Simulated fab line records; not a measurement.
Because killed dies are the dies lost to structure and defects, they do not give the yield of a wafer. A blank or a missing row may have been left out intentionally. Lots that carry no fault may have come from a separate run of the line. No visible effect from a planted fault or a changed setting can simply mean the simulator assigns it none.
Which tool did it?	flow nand_harc	24 lots with 72 wafers sampled at 6 steps, on a route of 1159 steps

WHAT THE GAUGES READ, wafer by wafer
Not one reading of a measure or inspect step in the record can be checked against a usual standard deviation.

WHICH TOOL RAN EACH LOT (tool, then ch and the chambers of the sampled wafers, then the start)
lot	NHARC_P_M0_PVD_21	NHARC_P_M0_ANNEAL_30	NHARC_P_M1_STRIP_18	NHARC_P_M1_PRE_CLEAN_30	NHARC_P_M1_ANNEAL_31	NHARC_P_M2_DEGAS_29
L074	pvd_sputter-01, day 6 03:38 or earlier	rtp_anneal-01 ch 0, day 6 03:38	rie_diel-10 ch 0,3, day 6 06:20	pvd_sputter-03, day 6 07:50 or earlier	rtp_anneal-02 ch 0, day 6 07:50	pvd_sputter-03, day 6 11:11
L076	pvd_sputter-03, day 6 09:28 or earlier	rtp_anneal-02 ch 0, day 6 09:28	rie_diel-10 ch 0,1,3, day 6 12:13	pvd_sputter-01, day 6 13:47 or earlier	rtp_anneal-02 ch 0, day 6 13:47	pvd_sputter-01, day 6 17:24
L075	pvd_sputter-01, day 6 10:11 or earlier	rtp_anneal-01 ch 0, day 6 10:11	rie_diel-10 ch 0,3, day 6 12:47	pvd_sputter-01, day 6 14:14 or earlier	rtp_anneal-02 ch 0, day 6 14:14	pvd_sputter-03, day 6 17:44
L077	pvd_sputter-02, day 6 14:23 or earlier	rtp_anneal-01 ch 0, day 6 14:23	rie_diel-02 ch 1,2,3, day 6 17:10	pvd_sputter-01, day 6 18:38 or earlier	rtp_anneal-01 ch 0, day 6 18:38	pvd_sputter-01, day 6 22:02
L079	pvd_sputter-02, day 6 19:07 or earlier	rtp_anneal-02 ch 0, day 6 19:07	rie_diel-13 ch 0,2,3, day 6 21:58	pvd_sputter-03, day 6 23:28 or earlier	rtp_anneal-02 ch 0, day 6 23:28	pvd_sputter-01, day 7 02:54
L078	pvd_sputter-02, day 6 22:31 or earlier	rtp_anneal-01 ch 0, day 6 22:31	rie_diel-02 ch 0,2,3, day 7 01:19	pvd_sputter-01, day 7 02:40 or earlier	rtp_anneal-01 ch 0, day 7 02:40	pvd_sputter-01, day 7 06:17
L080	pvd_sputter-03, day 7 10:35 or earlier	rtp_anneal-02 ch 0, day 7 10:35	rie_diel-13 ch 2,3, day 7 13:27	pvd_sputter-03, day 7 14:52 or earlier	rtp_anneal-02 ch 0, day 7 14:52	pvd_sputter-03, day 7 18:11
L081	pvd_sputter-03, day 7 19:19 or earlier	rtp_anneal-02 ch 0, day 7 19:19	rie_diel-13 ch 0,2,3, day 7 22:18	pvd_sputter-03, day 7 23:51 or earlier	rtp_anneal-01 ch 0, day 7 23:51	pvd_sputter-02, day 8 03:39
L082	pvd_sputter-02, day 8 00:51 or earlier	rtp_anneal-01 ch 0, day 8 00:51	rie_diel-13 ch 0,2,3, day 8 03:48	pvd_sputter-02, day 8 05:08 or earlier	rtp_anneal-02 ch 0, day 8 05:08	pvd_sputter-03, day 8 08:34
L083	pvd_sputter-03, day 8 04:38 or earlier	rtp_anneal-01 ch 0, day 8 04:38	rie_diel-13 ch 0,3, day 8 07:13	pvd_sputter-02, day 8 08:41 or earlier	rtp_anneal-02 ch 0, day 8 08:41	pvd_sputter-02, day 8 12:03
L084	pvd_sputter-03, day 8 05:26 or earlier	rtp_anneal-01 ch 0, day 8 05:26	rie_diel-02 ch 0,1,2, day 8 08:25	pvd_sputter-01, day 8 09:49 or earlier	rtp_anneal-01 ch 0, day 8 09:49	pvd_sputter-03, day 8 13:14
L087	pvd_sputter-01, day 9 00:23 or earlier	rtp_anneal-01 ch 0, day 9 00:23	rie_diel-10 ch 1,3, day 9 03:08	pvd_sputter-01, day 9 04:33 or earlier	rtp_anneal-02 ch 0, day 9 04:33	pvd_sputter-01, day 9 07:59
L088	pvd_sputter-02, day 9 00:50 or earlier	rtp_anneal-01 ch 0, day 9 00:50	rie_diel-13 ch 0,3, day 9 03:37	pvd_sputter-02, day 9 05:01 or earlier	rtp_anneal-01 ch 0, day 9 05:01	pvd_sputter-03, day 9 08:17
L086	pvd_sputter-02, day 9 02:59 or earlier	rtp_anneal-01 ch 0, day 9 02:59	rie_diel-02 ch 1,2,3, day 9 05:43	pvd_sputter-02, day 9 07:09 or earlier	rtp_anneal-01 ch 0, day 9 07:09	pvd_sputter-01, day 9 10:33
L085	pvd_sputter-03, day 9 13:20 or earlier	rtp_anneal-02 ch 0, day 9 13:20	rie_diel-13 ch 0,1,2, day 9 16:23	pvd_sputter-02, day 9 17:55 or earlier	rtp_anneal-02 ch 0, day 9 17:55	pvd_sputter-01, day 9 21:32
L089	pvd_sputter-03, day 9 21:17 or earlier	rtp_anneal-01 ch 0, day 9 21:17	rie_diel-10 ch 1,2,3, day 9 23:55	pvd_sputter-03, day 10 01:20 or earlier	rtp_anneal-02 ch 0, day 10 01:20	pvd_sputter-03, day 10 04:41
L091	pvd_sputter-01, day 10 00:49 or earlier	rtp_anneal-02 ch 0, day 10 00:49	rie_diel-02 ch 0,2,3, day 10 03:32	pvd_sputter-03, day 10 04:58 or earlier	rtp_anneal-01 ch 0, day 10 04:58	pvd_sputter-02, day 10 08:19
L090	pvd_sputter-01, day 10 01:32 or earlier	rtp_anneal-02 ch 0, day 10 01:32	rie_diel-13 ch 0,1, day 10 04:19	pvd_sputter-03, day 10 05:49 or earlier	rtp_anneal-01 ch 0, day 10 05:49	pvd_sputter-02, day 10 09:08
L093	pvd_sputter-02, day 10 13:14 or earlier	rtp_anneal-02 ch 0, day 10 13:14	rie_diel-10 ch 0,3, day 10 16:01	pvd_sputter-03, day 10 17:29 or earlier	rtp_anneal-02 ch 0, day 10 17:29	pvd_sputter-01, day 10 20:58
L092	pvd_sputter-03, day 10 18:44 or earlier	rtp_anneal-02 ch 0, day 10 18:44	rie_diel-02 ch 0,3, day 10 21:17	pvd_sputter-01, day 10 22:47 or earlier	rtp_anneal-01 ch 0, day 10 22:47	pvd_sputter-01, day 11 02:21
L094	pvd_sputter-02, day 10 23:00 or earlier	rtp_anneal-01 ch 0, day 10 23:00	rie_diel-13 ch 0,3, day 11 02:09	pvd_sputter-03, day 11 03:37 or earlier	rtp_anneal-02 ch 0, day 11 03:37	pvd_sputter-02, day 11 07:11
L097	pvd_sputter-03, day 11 12:28 or earlier	rtp_anneal-01 ch 0, day 11 12:28	rie_diel-10 ch 0,1,3, day 11 15:16	pvd_sputter-01, day 11 16:38 or earlier	rtp_anneal-01 ch 0, day 11 16:38	pvd_sputter-02, day 11 20:53
L095	pvd_sputter-03, day 11 13:11 or earlier	rtp_anneal-02 ch 0, day 11 13:11	rie_diel-13 ch 1,2,3, day 11 15:59	pvd_sputter-03, day 11 17:22 or earlier	rtp_anneal-01 ch 0, day 11 17:22	pvd_sputter-01, day 11 21:33
L096	pvd_sputter-01, day 11 19:23 or earlier	rtp_anneal-01 ch 0, day 11 19:23	rie_diel-13 ch 0,1, day 11 22:07	pvd_sputter-01, day 11 23:32 or earlier	rtp_anneal-02 ch 0, day 11 23:32	pvd_sputter-01, day 12 02:52
- NHARC_P_M0_PVD_21: deposits Cu, target thk 30 nm, time 20.49 s.
- NHARC_P_M0_ANNEAL_30: time 90 s.
- NHARC_P_M1_STRIP_18: strips in N2/H2.
- NHARC_P_M1_PRE_CLEAN_30: time 30 s.
- NHARC_P_M1_ANNEAL_31: time 90 s.
- NHARC_P_M2_DEGAS_29: time 60 s.

AS READ BY THE TOOLS THEMSELVES (means over the sampled wafers that have a number; for cases with no such wafer, the mark the record gives instead)
NHARC_P_M0_PVD_21.
lot	tool	substrate_temp_c (C)	throttle_valve_pct (%)
L074	pvd_sputter-01	29.96	30.8
L076	pvd_sputter-03	29.99	30.2
L075	pvd_sputter-01	30.00	30.7
L077	pvd_sputter-02	30.02	29.6
L079	pvd_sputter-02	29.94	30.8
L078	pvd_sputter-02	29.93	29.5
L080	pvd_sputter-03	29.98	30.2
L081	pvd_sputter-03	29.94	30.5
L082	pvd_sputter-02	29.86	29.7
L083	pvd_sputter-03	29.98	30.3
L084	pvd_sputter-03	29.86	30.3
L087	pvd_sputter-01	30.10	30.5
L088	pvd_sputter-02	30.01	30.8
L086	pvd_sputter-02	29.96	30.1
L085	pvd_sputter-03	30.17	30.2
L089	pvd_sputter-03	30.07	30.3
L091	pvd_sputter-01	29.99	30.8
L090	pvd_sputter-01	30.09	31.1
L093	pvd_sputter-02	29.89	30.1
L092	pvd_sputter-03	29.90	30.3
L094	pvd_sputter-02	30.04	29.3
L097	pvd_sputter-03	29.95	30.1
L095	pvd_sputter-03	30.03	30.4
L096	pvd_sputter-01	29.88	30.2

NHARC_P_M0_ANNEAL_30.
lot	tool	wafer_temp_C_max
L074	rtp_anneal-01	226.1
L076	rtp_anneal-02	225.6
L075	rtp_anneal-01	225.8
L077	rtp_anneal-01	226.0
L079	rtp_anneal-02	225.5
L078	rtp_anneal-01	226.3
L080	rtp_anneal-02	225.6
L081	rtp_anneal-02	225.8
L082	rtp_anneal-01	226.0
L083	rtp_anneal-01	226.1
L084	rtp_anneal-01	225.7
L087	rtp_anneal-01	225.9
L088	rtp_anneal-01	226.2
L086	rtp_anneal-01	225.9
L085	rtp_anneal-02	225.5
L089	rtp_anneal-01	225.8
L091	rtp_anneal-02	225.4
L090	rtp_anneal-02	225.7
L093	rtp_anneal-02	225.5
L092	rtp_anneal-02	225.6
L094	rtp_anneal-01	226.3
L097	rtp_anneal-01	226.2
L095	rtp_anneal-02	225.6
L096	rtp_anneal-01	226.0

NHARC_P_M1_STRIP_18.
lot	tool	drypump_motor_current_A (A)	mfc_ar_sccm (sccm)	oes_product_au (a.u.)	rf_vpp_V (V)	showerhead_plenum_p_Torr (Torr)	throttle_valve_pct (%)
L074	rie_diel-10	6.2	0.017	1.002	90.7	2.04	14.172
L076	rie_diel-10	6.0	0.010	0.994	91.1	2.10	14.176
L075	rie_diel-10	6.2	0.017	0.996	91.1	2.04	14.174
L077	rie_diel-02	5.9	0.013	0.994	91.3	2.08	14.175
L079	rie_diel-13	5.4	0.000	0.986	90.8	2.06	14.174
L078	rie_diel-02	5.7	0.009	0.994	91.6	2.14	14.168
L080	rie_diel-13	5.3	0.000	0.991	90.5	1.98	14.164
L081	rie_diel-13	5.3	0.000	0.982	91.4	2.06	14.175
L082	rie_diel-13	5.3	0.000	0.999	90.3	2.06	14.160
L083	rie_diel-13	5.5	0.000	0.991	90.2	2.10	14.179
L084	rie_diel-02	5.8	0.006	0.988	90.8	2.05	14.166
L087	rie_diel-10	6.0	0.015	1.001	90.9	2.10	14.176
L088	rie_diel-13	5.4	0.000	0.992	90.0	2.15	14.179
L086	rie_diel-02	5.9	0.013	0.996	92.1	2.08	14.175
L085	rie_diel-13	5.4	0.011	1.003	90.7	2.07	14.172
L089	rie_diel-10	6.0	0.007	1.004	90.5	2.06	14.164
L091	rie_diel-02	5.7	0.009	1.002	91.1	2.14	14.175
L090	rie_diel-13	5.5	0.011	0.997	91.9	2.15	14.168
L093	rie_diel-10	6.1	0.012	1.004	90.2	2.05	14.163
L092	rie_diel-02	5.7	0.007	0.993	90.7	2.11	14.179
L094	rie_diel-13	5.5	0.000	0.995	91.4	2.10	14.182
L097	rie_diel-10	6.0	0.010	1.007	89.9	2.10	14.172
L095	rie_diel-13	5.6	0.011	0.996	91.1	2.01	14.173
L096	rie_diel-13	5.4	0.011	0.994	90.1	2.14	14.175

NHARC_P_M1_PRE_CLEAN_30.
lot	tool	heater_power_w (W)
L074	pvd_sputter-03	437
L076	pvd_sputter-01	424
L075	pvd_sputter-01	420
L077	pvd_sputter-01	454
L079	pvd_sputter-03	444
L078	pvd_sputter-01	423
L080	pvd_sputter-03	440
L081	pvd_sputter-03	440
L082	pvd_sputter-02	378
L083	pvd_sputter-02	446
L084	pvd_sputter-01	435
L087	pvd_sputter-01	447
L088	pvd_sputter-02	449
L086	pvd_sputter-02	403
L085	pvd_sputter-02	428
L089	pvd_sputter-03	402
L091	pvd_sputter-03	473
L090	pvd_sputter-03	422
L093	pvd_sputter-03	455
L092	pvd_sputter-01	460
L094	pvd_sputter-03	458
L097	pvd_sputter-01	454
L095	pvd_sputter-03	454
L096	pvd_sputter-01	418

NHARC_P_M1_ANNEAL_31.
lot	tool	wafer_temp_C_max
L074	rtp_anneal-02	225.6
L076	rtp_anneal-02	225.6
L075	rtp_anneal-02	225.6
L077	rtp_anneal-01	226.1
L079	rtp_anneal-02	225.2
L078	rtp_anneal-01	226.2
L080	rtp_anneal-02	225.7
L081	rtp_anneal-01	226.0
L082	rtp_anneal-02	225.7
L083	rtp_anneal-02	225.7
L084	rtp_anneal-01	226.0
L087	rtp_anneal-02	225.5
L088	rtp_anneal-01	225.9
L086	rtp_anneal-01	225.9
L085	rtp_anneal-02	225.6
L089	rtp_anneal-02	225.7
L091	rtp_anneal-01	226.3
L090	rtp_anneal-01	225.9
L093	rtp_anneal-02	225.5
L092	rtp_anneal-01	226.0
L094	rtp_anneal-02	225.6
L097	rtp_anneal-01	226.4
L095	rtp_anneal-01	226.1
L096	rtp_anneal-02	225.6

NHARC_P_M2_DEGAS_29.
lot	tool	heater_power_w (W)
L074	pvd_sputter-03	387
L076	pvd_sputter-01	314
L075	pvd_sputter-03	334
L077	pvd_sputter-01	358
L079	pvd_sputter-01	337
L078	pvd_sputter-01	350
L080	pvd_sputter-03	342
L081	pvd_sputter-02	383
L082	pvd_sputter-03	326
L083	pvd_sputter-02	355
L084	pvd_sputter-03	344
L087	pvd_sputter-01	335
L088	pvd_sputter-03	359
L086	pvd_sputter-01	344
L085	pvd_sputter-01	355
L089	pvd_sputter-03	345
L091	pvd_sputter-02	320
L090	pvd_sputter-02	328
L093	pvd_sputter-01	366
L092	pvd_sputter-01	343
L094	pvd_sputter-02	345
L097	pvd_sputter-02	376
L095	pvd_sputter-01	341
L096	pvd_sputter-01	327

THE ANSWER, worked out from the rows above alone
Rule: what is usual is taken from the lots themselves. Put in order of their means at a reading, lots are off if they are a third of the lots or fewer, leave a main group of 4 or more, and stand apart from it by a gap of 3 or more times the standard deviation of the main group's means; of several such gaps the widest counts. The tables above print the reading to a certain number of digits; a main group whose means all agree to those digits is not used. Also off: a lot with no number at a reading for which 4 or more lots have one. Where the step has rows for the other lots, those lots are counted as sound. Order of review: gauges by route order, followed by the tools' own readings, for which a lot's mean as printed above is used. The first step at which some lot is off is used, and at that step the reading that is off furthest; a lot without a number counts as furthest.
Across all readings shown, no lot is off: no conclusion can be drawn from this.

WHAT WAS PUT IN BY THE SIMULATOR
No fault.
